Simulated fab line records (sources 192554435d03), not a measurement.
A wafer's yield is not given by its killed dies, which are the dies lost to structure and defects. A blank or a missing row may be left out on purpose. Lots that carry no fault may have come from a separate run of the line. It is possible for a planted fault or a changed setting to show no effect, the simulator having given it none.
Matching of chambers :: flow n5_finfet :: 4 sister chambers for N5_BEOL_M1_STRIP_66 on rie_diel-04
The step strips in CF4. 8 wafers are shown with their chamber, then 9 later ones without.

WAFERS WITH THEIR CHAMBER
wafer: L080.4
chamber: 3
drypump_motor_current_A (A): 5.2
showerhead_plenum_p_Torr (Torr): 1.76

wafer: L082.1
chamber: 2
drypump_motor_current_A (A): 6.2
showerhead_plenum_p_Torr (Torr): 1.78

wafer: L087.1
chamber: 0
drypump_motor_current_A (A): 5.2
showerhead_plenum_p_Torr (Torr): 1.72

wafer: L087.3
chamber: 1
drypump_motor_current_A (A): 5.2
showerhead_plenum_p_Torr (Torr): 1.82

wafer: L087.5
chamber: 2
drypump_motor_current_A (A): 6.2
showerhead_plenum_p_Torr (Torr): 1.78

wafer: L090.2
chamber: 0
drypump_motor_current_A (A): 5.2
showerhead_plenum_p_Torr (Torr): 1.71

wafer: L090.3
chamber: 3
drypump_motor_current_A (A): 5.3
showerhead_plenum_p_Torr (Torr): 1.76

wafer: L090.4
chamber: 1
drypump_motor_current_A (A): 5.2
showerhead_plenum_p_Torr (Torr): 1.82

WAFERS WITHOUT THEIR CHAMBER
wafer: L092.1
drypump_motor_current_A (A): 5.2
showerhead_plenum_p_Torr (Torr): 1.76

wafer: L092.2
drypump_motor_current_A (A): 6.2
showerhead_plenum_p_Torr (Torr): 1.77

wafer: L092.5
drypump_motor_current_A (A): 5.2
showerhead_plenum_p_Torr (Torr): 1.71

wafer: L094.2
drypump_motor_current_A (A): 5.3
showerhead_plenum_p_Torr (Torr): 1.75

wafer: L094.3
drypump_motor_current_A (A): 5.2
showerhead_plenum_p_Torr (Torr): 1.71

wafer: L094.4
drypump_motor_current_A (A): 6.2
showerhead_plenum_p_Torr (Torr): 1.77

wafer: L097.1
drypump_motor_current_A (A): 5.3
showerhead_plenum_p_Torr (Torr): 1.71

wafer: L097.3
drypump_motor_current_A (A): 6.2
showerhead_plenum_p_Torr (Torr): 1.77

wafer: L097.5
drypump_motor_current_A (A): 5.2
showerhead_plenum_p_Torr (Torr): 1.82

THE CHAMBER EACH PASSED THROUGH
wafer: L092.1
from the rows above: 3
in truth: 3

wafer: L092.2
from the rows above: 2
in truth: 2

wafer: L092.5
from the rows above: 0
in truth: 0

wafer: L094.2
from the rows above: 3
in truth: 3

wafer: L094.3
from the rows above: 0
in truth: 0

wafer: L094.4
from the rows above: 2
in truth: 2

wafer: L097.1
from the rows above: 0
in truth: 0

wafer: L097.3
from the rows above: 2
in truth: 2

wafer: L097.5
from the rows above: 1
in truth: 1
Correctly placed: 9 of 9. Left unplaced by these rows: 0. 0 placed wrongly.
How it was worked out, from the rows above alone: a wafer's distance from a chamber is the root of the sum, over the readings, of the square of ((its reading less the chamber's mean) divided by the reading's scatter). The wafer belongs to the nearest chamber; if the next one is less than 2 further off, it can't be placed. The mean given for a chamber averages the wafers shown for that chamber. The scatter: the root of (the sum of the squares of (reading less its chamber's mean) over the shown wafers, divided by (wafers less chambers)).
